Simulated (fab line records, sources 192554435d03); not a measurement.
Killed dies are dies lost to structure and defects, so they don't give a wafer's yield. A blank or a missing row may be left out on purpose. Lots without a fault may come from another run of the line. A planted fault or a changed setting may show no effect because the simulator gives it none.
Chamber matching | flow n5_finfet | N5_BEOL_M11_VIA_ETCH_34 on rie_diel-02: 4 sister chambers
The step etches SiCOH lowk in C4F6/O2, target depth 184.5 nm, time 69.2 s. 4 wafers are shown with their chamber, then 7 later ones without.

WAFERS WITH THEIR CHAMBER
wafer  | chamber | rf_vpp_V (V)
L085.2 | 2       | 652
L085.6 | 3       | 679
L092.2 | 0       | 630
L092.4 | 1       | 663

WAFERS WITHOUT THEIR CHAMBER
wafer  | rf_vpp_V (V)
L092.5 | 663
L095.2 | 662
L095.4 | 678
L095.5 | 651
L096.1 | 650
L096.4 | 678
L096.6 | 650

WHICH CHAMBER EACH WENT THROUGH
wafer  | from the rows above | in truth
L092.5 | 1                   | 1
L095.2 | 1                   | 1
L095.4 | 3                   | 3
L095.5 | 2                   | 2
L096.1 | 2                   | 2
L096.4 | 3                   | 3
L096.6 | 2                   | 2
Placed correctly: 7 of 7. Can't be placed from these rows: 0. Placed wrongly: 0.
How it was worked out, from the rows above alone: a wafer's distance from a chamber is the root of the sum, over the readings, of the square of ((its reading less the chamber's mean) divided by the reading's scatter). The wafer belongs to the nearest chamber; if the next one is less than 2 further off, it can't be placed. A chamber's mean is the mean of its shown wafers. The scatter: with one shown wafer a chamber, the root of the mean of the squares of how far each hidden wafer lies from its nearest shown one.
